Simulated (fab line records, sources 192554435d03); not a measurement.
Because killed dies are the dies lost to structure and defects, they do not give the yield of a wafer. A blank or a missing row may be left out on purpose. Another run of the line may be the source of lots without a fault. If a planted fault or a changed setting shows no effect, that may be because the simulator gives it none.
Chamber matching / flow n5Finfet / 4 sister chambers for N5_BEOL_M14_ETCH_68 on rieDiel-01
The step etches SOC in N2/H2, time 450 s. 4 wafers are shown with their chamber, then 9 later ones without.

WAFERS WITH THEIR CHAMBER
wafer=L086.4; chamber=2; showerheadPlenumPTorr (Torr)=2.68
wafer=L089.3; chamber=1; showerheadPlenumPTorr (Torr)=2.68
wafer=L089.4; chamber=3; showerheadPlenumPTorr (Torr)=2.47
wafer=L089.6; chamber=0; showerheadPlenumPTorr (Torr)=2.53

WAFERS WHOSE CHAMBER IS MISSING
wafer=L087.4; showerheadPlenumPTorr (Torr)=2.47
wafer=L087.5; showerheadPlenumPTorr (Torr)=2.68
wafer=L087.6; showerheadPlenumPTorr (Torr)=2.68
wafer=L092.2; showerheadPlenumPTorr (Torr)=2.46
wafer=L092.4; showerheadPlenumPTorr (Torr)=2.53
wafer=L092.5; showerheadPlenumPTorr (Torr)=2.53
wafer=L096.2; showerheadPlenumPTorr (Torr)=2.52
wafer=L096.4; showerheadPlenumPTorr (Torr)=2.67
wafer=L096.6; showerheadPlenumPTorr (Torr)=2.46

CHAMBER TAKEN BY EACH
wafer=L087.4; from the rows above=3; in truth=3
wafer=L087.5; from the rows above=can't be placed: 1 or 2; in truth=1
wafer=L087.6; from the rows above=can't be placed: 1 or 2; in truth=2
wafer=L092.2; from the rows above=3; in truth=3
wafer=L092.4; from the rows above=0; in truth=0
wafer=L092.5; from the rows above=0; in truth=0
wafer=L096.2; from the rows above=0; in truth=0
wafer=L096.4; from the rows above=can't be placed: 1 or 2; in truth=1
wafer=L096.6; from the rows above=3; in truth=3
Placed correctly: 6 of 9. From these rows, 3 cannot be placed; in 3 the true chamber is one of the candidates. 0 placed wrongly.
How it was worked out, from the rows above alone: a wafer's distance from a chamber is the root of the sum, over the readings, of the square of ((its reading less the chamber's mean) divided by the reading's scatter). The wafer belongs to the nearest chamber; if the next one is less than 2 further off, it can't be placed. Each chamber's mean is taken over the wafers shown for it. The scatter (one wafer shown for each chamber): square how far every hidden wafer sits from the nearest shown wafer, average those squares and take the square root.
